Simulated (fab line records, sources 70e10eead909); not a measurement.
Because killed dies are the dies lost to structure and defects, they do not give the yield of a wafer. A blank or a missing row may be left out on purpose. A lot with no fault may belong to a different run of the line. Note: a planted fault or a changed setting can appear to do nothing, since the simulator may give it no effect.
fab line records	flow nand-harc
record: lots: 14	wafers: 42	last-day: 24
route steps=1159 shown A_ONON_D1@430 A_CHANNEL_HOLE_D1@450 END@1159
lots untouched by any fault: they come from a run of this same line in which no faults occurred
start-h: hours from the record's opening day to when the first of the lot's shown wafers began	wait-h: time in hours since the lot's previous step	" as in the row above	L1.1+2: one row covering several wafers at once	- no value, or no start was given	* or withheld: withheld	< > ~ a bound
route shown NAME@n: NAME is a module with steps in the file, n the number in the route of the first one	usual: mean and standard deviation over wafers with no fault	same: alike in all rows	chamber/n: place in a boat	sites: per-site readings	_std_site: the values' standard deviation	_edge_site: the outer-site mean with the inner-site mean subtracted	radius-mm: for every site, how far away it sits from the centre of the wafer	mask NAME#n: copy n	behind: the most recent tool/chamber to have shaped the wafer	hold: why the lot was held/for how many hours/how that ended	device: the transistor (n, p or np) that didn't switch	end of line: at the end of the route, the tests of the same wafers	where a step has no rows: the recipe by itself	killed: count of dies lost to structure and defects at first sort (not the wafer's yield)	map: dies across one wafer; x = killed, . = not, _ = none there
set.NAME: the setting that was run; set.NAME@STEP: the one run at that earlier step	model.NAME: the simulator's own value behind a step, which no gauge read
one table for each step of the route and one row for each wafer, over a sample of lots
services: when a tool's chamber went out of use (start-h, in hours from the record's first day, below 0 if earlier), for how many hours, and the reason
== steps ==
step: NHARC_A_ONON_D1_DEP_09
recipe: target-thk-a: 10000	n2-flow-sccm: 2750	n2o-flow-sccm: 2000	nh3-flow-sccm: 500	sih4-flow-sccm: 210	temp-c: 400
usual: sih4-flow-sccm: 209.9/0.6
lot.wafer	tool	chamber	start-h	wait-h	sih4-flow-sccm
L209.1	pecvd-onon-01	0	149.55	0.1	210.1
L209.3	"	0	"	"	209.9
L209.4	"	0	"	"	210.3
L211.1	pecvd-onon-04	0	160.01	0.1	210.1
L211.2	"	0	"	"	210.6
L211.6	"	0	"	"	210.8
L213.1	pecvd-onon-03	0	177.74	0.1	209.5
L213.3	"	0	"	"	209.6
L213.6	"	0	"	"	209.7
L214.1	pecvd-onon-01	0	187.83	0.1	208.8
L214.3	"	0	"	"	209.4
L214.5	"	0	"	"	209.2
L215.1	pecvd-onon-01	0	195.05	0.1	209.8
L215.4	"	0	"	"	209.7
L215.5	"	0	"	"	209.2
L216.2	pecvd-onon-04	0	195.11	0.1	211.2
L216.3	"	0	"	"	210.8
L216.4	"	0	"	"	210.4
L218.1	pecvd-onon-04	0	209.42	0.1	209.6
L218.2	"	0	"	"	209.6
L218.5	"	0	"	"	210.4
L217.1	pecvd-onon-01	0	209.45	0.1	209.4
L217.2	"	0	"	"	209.2
L217.4	"	0	"	"	211.5
L219.3	pecvd-onon-01	0	215.40	0.2	211.3
L219.4	"	0	"	"	209.7
L219.5	"	0	"	"	211.4
L220.3	pecvd-onon-01	0	241.69	0.2	209.8
L220.4	"	0	"	"	209.8
L220.5	"	0	"	"	209.0
L224.4	pecvd-onon-03	0	245.58	0.4	209.7
L224.5	"	0	"	"	209.6
L224.6	"	0	"	"	210.0
L225.2	pecvd-onon-01	0	261.87	0.1	210.4
L225.4	"	0	"	"	209.5
L225.6	"	0	"	"	210.3
L232.1	pecvd-onon-04	0	285.69	0.1	209.9
L232.2	"	0	"	"	210.5
L232.5	"	0	"	"	209.3
L230.1	pecvd-onon-03	0	285.71	0.1	209.9
L230.4	"	0	"	"	209.5
L230.6	"	0	"	"	210.2
step: NHARC_A_ONON_D1_THK_MEAS_11
recipe: thk-meas-gauge: ellipsometry
usual: thk-nm: 1002/9.8
lot.wafer	tool	chamber	start-h	wait-h	thk-nm
L209.1	film-metro-02	-	150.06	-	1015
L209.3	"	-	"	"	1016
L209.4	"	-	"	"	1015
L211.1	film-metro-01	-	160.52	-	1011
L211.2	"	-	"	"	1012
L211.6	"	-	"	"	1015
L213.1	film-metro-02	-	178.25	-	1014
L213.3	"	-	"	"	1014
L213.6	"	-	"	"	1015
L214.1	film-metro-02	-	188.35	-	1002
L214.3	"	-	"	"	1003
L214.5	"	-	"	"	1001
L215.1	film-metro-01	-	195.56	-	1005
L215.4	"	-	"	"	1006
L215.5	"	-	"	"	1007
L216.2	film-metro-02	-	195.56	-	982
L216.3	"	-	"	"	982
L216.4	"	-	"	"	982
L218.1	film-metro-02	-	209.93	-	996
L218.2	"	-	"	"	996
L218.5	"	-	"	"	995
L217.1	film-metro-01	-	209.96	-	1007
L217.2	"	-	"	"	1007
L217.4	"	-	"	"	1008
L219.3	film-metro-02	-	215.80	-	998
L219.4	"	-	"	"	999
L219.5	"	-	"	"	998
L220.3	film-metro-01	-	242.08	-	625
L220.4	"	-	"	"	624
L220.5	"	-	"	"	625
L224.4	film-metro-02	-	245.92	-	995
L224.5	"	-	"	"	995
L224.6	"	-	"	"	996
L225.2	film-metro-01	-	262.32	-	631
L225.4	"	-	"	"	632
L225.6	"	-	"	"	633
L232.1	film-metro-01	-	286.20	-	1010
L232.2	"	-	"	"	1008
L232.5	"	-	"	"	1008
L230.1	film-metro-02	-	286.22	-	980
L230.4	"	-	"	"	980
L230.6	"	-	"	"	980
step: NHARC_A_CHANNEL_HOLE_D1_DEP_00
recipe: target-thk-a: 31000	temp-c: 400	material: aC
usual: throttle-valve-pct: 35.000/0.0084
lot.wafer	tool	chamber	start-h	wait-h	throttle-valve-pct
L209.1	acl-dep-02	0	160.72	1.5	34.993
L209.3	"	0	"	"	34.992
L209.4	"	0	"	"	35.010
L211.1	acl-dep-01	0	171.05	0.1	34.999
L211.2	"	0	"	"	34.993
L211.6	"	0	172.63	1.6	34.987
L213.1	acl-dep-03	0	189.64	0.9	35.004
L213.3	"	0	"	"	35.008
L213.6	"	0	"	"	35.005
L214.1	acl-dep-01	0	201.10	0.2	35.001
L214.3	"	0	"	"	35.004
L214.5	"	0	"	"	35.013
L215.1	acl-dep-02	0	207.08	0.1	34.993
L215.4	"	0	"	"	34.987
L215.5	"	0	"	"	35.011
L216.2	acl-dep-03	0	207.40	0.4	35.009
L216.3	"	0	"	"	35.013
L216.4	"	0	"	"	34.992
L218.1	acl-dep-01	0	221.14	0.8	34.993
L218.2	"	0	"	"	34.980
L218.5	"	0	"	"	34.984
L217.1	acl-dep-02	0	221.15	0.8	34.998
L217.2	"	0	"	"	34.992
L217.4	"	0	"	"	35.000
L219.3	acl-dep-01	0	227.13	0.9	35.007
L219.4	"	0	"	"	34.985
L219.5	"	0	"	"	35.003
L224.4	acl-dep-02	0	259.04	1.4	35.001
L224.5	"	0	"	"	35.002
L224.6	"	0	"	"	35.003
L232.1	acl-dep-02	0	298.51	1.8	34.982
L232.2	"	0	"	"	35.011
L232.5	"	0	"	"	35.001
L230.1	acl-dep-02	0	300.44	3.6	34.989
L230.4	"	0	"	"	35.007
L230.6	"	0	"	"	34.999
step: NHARC_A_CHANNEL_HOLE_D1_DEP_01
recipe: target-thk-a: 1400	target-thk-nm: 140	temp-c: 400	pressure-torr: 3.5	flow-sccm: 200	rf-w: 350	material: SiON
usual: heater-power-w: 732/79
lot.wafer	tool	chamber	start-h	wait-h	heater-power-w
L209.3	pecvd-01	0	162.69	1.0	758
L209.1	"	1	"	"	739
L209.4	"	1	"	"	737
L211.1	pecvd-01	0	172.97	1.6	862
L211.2	"	1	"	"	791
L211.6	"	1	"	"	804
L213.3	pecvd-01	1	191.59	1.0	772
L213.1	"	2	"	"	662
L213.6	"	1	"	"	775
L214.3	pecvd-02	2	203.10	1.1	776
L214.1	"	0	"	"	612
L214.5	"	0	"	"	626
L215.1	pecvd-03	1	208.98	1.6	819
L215.4	"	1	"	"	846
L215.5	"	0	"	"	714
L216.2	pecvd-01	2	209.03	1.3	732
L216.3	"	0	"	"	732
L216.4	"	0	"	"	745
L218.2	pecvd-03	1	223.09	1.3	802
L218.1	"	2	"	"	639
L218.5	"	1	"	"	808
L217.1	pecvd-01	1	223.16	1.7	797
L217.2	"	2	"	"	603
L217.4	"	2	"	"	636
L219.3	pecvd-02	2	228.47	1.0	847
L219.5	"	1	"	"	698
L219.4	"	2	"	"	848
L224.5	pecvd-01	2	260.10	0.4	639
L224.4	"	0	"	"	804
L224.6	"	1	"	"	707
L232.2	pecvd-02	1	300.46	1.3	616
L232.1	"	2	"	"	801
L232.5	"	2	"	"	821
L230.1	pecvd-02	0	302.41	1.7	634
L230.4	"	1	"	"	742
L230.6	"	0	"	"	628
step: NHARC_END_SORT_01
recipe: temp-c: 25
usual: killed-at-array: 27/11	killed-at-other: 0.6/0.89	killed-at-periphery: 3.0/2.4	killed-dies: 31/12	killed-open: 3.2/1.6	killed-short: 2.0/1.5
same: gross-dies: 677
lot.wafer	tool	chamber	start-h	wait-h	killed-at-array	killed-at-other	killed-at-periphery	killed-dies	killed-open	killed-short
L220.3	prober-02	0	526.35	3.1	676	0	1	677	3	1
L220.4	prober-02	0	527.14	3.4	676	0	1	677	5	0
L220.5	prober-02	0	527.94	3.7	675	0	2	677	3	3
L225.2	prober-01	0	548.47	2.8	670	0	7	677	3	4
L225.4	prober-01	0	550.07	3.4	670	0	7	677	6	4
L225.6	prober-01	0	551.67	4.0	676	0	1	677	2	3
killed by level:class
L220.3 A_ONON_D1:area-dep=661 A_CHANNEL_HOLE_D1:chamber-film-flake=7 A_STAIRCASE:chamber-film-flake=3 A_CONTACT:chamber-film-flake=2 P_STI:geometric-particle:short=1 A_CHANNEL_FILL_D1:geometric-particle:open=1 A_CONTACT:geometric-particle:open=1 A_M1:geometric-particle:open=1
L220.4 A_ONON_D1:area-dep=665 A_CHANNEL_HOLE_D1:chamber-film-flake=6 A_CONTACT:geometric-particle:open=3 P_GATE:geometric-particle:open=1 A_M1:geometric-particle:open=1 A_STAIRCASE:chamber-film-flake=1
L220.5 A_ONON_D1:area-dep=660 A_CHANNEL_HOLE_D1:chamber-film-flake=4 A_CONTACT:chamber-film-flake=3 A_ONON_D1:geometric-particle:open=2 A_STAIRCASE:chamber-film-flake=2 A_SLIT:chamber-film-flake=2 P_CONTACT:geometric-particle:short=1 P_M1:geometric-particle:short=1
L225.2 A_ONON_D1:area-dep=606 A_CHANNEL_HOLE_D1:chamber-film-flake=24 A_SLIT:chamber-film-flake=21 A_CONTACT:chamber-film-flake=5 A_CHANNEL_FILL_D1:chamber-film-flake=4 P_M1:chamber-film-flake=2 P_M2:chamber-film-flake=2 A_STAIRCASE:chamber-film-flake=2
L225.4 A_ONON_D1:area-dep=625 A_CHANNEL_HOLE_D1:chamber-film-flake=20 A_SLIT:chamber-film-flake=11 A_CONTACT:geometric-particle:short=3 P_GATE:chamber-film-flake=3 A_STAIRCASE:chamber-film-flake=3 P_M2:geometric-particle:open=2 P_M0:geometric-particle:open=1
L225.6 A_ONON_D1:area-dep=635 A_SLIT:chamber-film-flake=15 A_CHANNEL_HOLE_D1:chamber-film-flake=14 A_CHANNEL_FILL_D1:chamber-film-flake=3 A_CONTACT:chamber-film-flake=2 A_CHANNEL_FILL_D1:geometric-particle:short=1 A_WL_FILL:geometric-particle:short=1 A_CONTACT:geometric-particle:open=1
== services ==
tool	chamber	start-h	hours	kind
pecvd-03	2	143.64	17.0	repair
pecvd-onon-03	-	153.00	13.0	pm
pecvd-02	-	153.02	13.0	pm
pecvd-02	0	153.02	13.0	vent-cycle
pecvd-02	1	153.02	13.0	vent-cycle
pecvd-02	2	153.02	13.0	vent-cycle
pecvd-03	-	157.55	1.4	repair
pecvd-02	0	166.02	-	clean
pecvd-02	1	166.02	-	clean
acl-dep-02	-	169.72	13.0	pm
pecvd-02	1	186.30	4.6	repair
pecvd-onon-01	-	195.46	13.0	pm
pecvd-02	0	220.46	4.2	repair
acl-dep-03	-	224.17	13.0	pm
pecvd-onon-04	-	237.09	13.0	pm
pecvd-01	-	237.64	13.0	pm
pecvd-01	0	237.64	13.0	vent-cycle
pecvd-01	1	237.64	13.0	vent-cycle
pecvd-01	2	237.64	13.0	vent-cycle
pecvd-01	0	250.64	-	clean
pecvd-01	1	250.64	-	clean
pecvd-01	2	250.64	-	clean
pecvd-03	-	292.03	13.0	pm
acl-dep-01	-	294.08	13.0	pm
== key ==
first-sign: step: NHARC_A_ONON_D1_THK_MEAS_11	reading: thk-nm	direction: down	sigmas: 38	usual: 1002	struck: 628
effect: step: NHARC_END_SORT_01	reading: killed-at-array	direction: up	sigmas: 59	usual: 27	struck: 674
more-kills-born-at: NHARC_A_ONON_D1_DEP_09@pecvd-onon-01: 3852
met-at NHARC_A_ONON_D1_DEP_09
struck-lots L220,L225
struck-wafers L220.3,L220.4,L220.5,L225.2,L225.4,L225.6
later-rows-left-out L220.3,L220.4,L220.5,L225.2,L225.4,L225.6
tester-left-out L220,L225
not-acting-at NHARC_A_CHANNEL_HOLE_D1_DEP_00,NHARC_A_CHANNEL_HOLE_D1_DEP_01
onset-between 215.40 241.69
fault: kind: process-parameter-drift	tool: pecvd-onon-01	chamber: 0	onset-h: 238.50	steps: NHARC_A_ONON_D1_DEP_09	channel: target-thk-a	offset: *	shape: step	end-h: 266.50	acts-in: *	stated: *
tester-left-out: of these lots the tester's yield and bins aren't shown, on N5 and GAA mostly nor the transistor test; their killed dies are dies lost to structure and defects alone, not to doping, threshold or leakage, so they don't give the yield
later-rows-left-out: the simulator's readings of these wafers behind a module that went badly wrong aren't trusted and aren't shown, but for the sort
